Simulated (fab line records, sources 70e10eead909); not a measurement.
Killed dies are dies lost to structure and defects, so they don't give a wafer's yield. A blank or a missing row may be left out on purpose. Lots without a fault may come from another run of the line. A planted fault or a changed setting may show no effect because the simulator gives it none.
Chamber matching | flow nand_harc | NHARC_A_CHANNEL_FILL_D1_ALD_02 on ald_hk-01: 4 sister chambers
The step deposits SiO2, target thk 6 nm, pulse time 10 s, ald cycles 60. 8 wafers are shown with their chamber, then 7 later ones without.

WAFERS WITH THEIR CHAMBER
wafer  | chamber | heater_power_w (W) | susceptor_temp_C (C)
L078.1 | 2       | 437                | 299.92
L078.5 | 0       | 457                | 299.98
L084.1 | 3       | 583                | 300.12
L084.2 | 0       | 457                | 299.88
L085.3 | 3       | 556                | 300.14
L085.6 | 1       | 448                | 299.66
L091.3 | 1       | 455                | 300.28
L091.4 | 2       | 443                | 300.08

WAFERS WITHOUT THEIR CHAMBER
wafer  | heater_power_w (W) | susceptor_temp_C (C)
L091.6 | 452                | 300.21
L092.2 | 580                | 300.00
L092.3 | 466                | 300.18
L092.4 | 444                | 300.17
L095.1 | 445                | 299.45
L095.3 | 447                | 299.99
L095.4 | 569                | 300.07

WHICH CHAMBER EACH WENT THROUGH
wafer  | from the rows above          | in truth
L091.6 | can't be placed: 1 or 0 or 2 | 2
L092.2 | 3                            | 3
L092.3 | can't be placed: 0 or 1 or 2 | 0
L092.4 | can't be placed: 2 or 1 or 0 | 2
L095.1 | can't be placed: 1 or 0 or 2 | 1
L095.3 | can't be placed: 1 or 2 or 0 | 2
L095.4 | 3                            | 3
Placed correctly: 2 of 7. Can't be placed from these rows: 5 (the true chamber is among the candidates in 5). Placed wrongly: 0.
How it was worked out, from the rows above alone: a wafer's distance from a chamber is the root of the sum, over the readings, of the square of ((its reading less the chamber's mean) divided by the reading's scatter). The wafer belongs to the nearest chamber; if the next one is less than 2 further off, it can't be placed. A chamber's mean is the mean of its shown wafers. The scatter: the root of (the sum of the squares of (reading less its chamber's mean) over the shown wafers, divided by (wafers less chambers)).
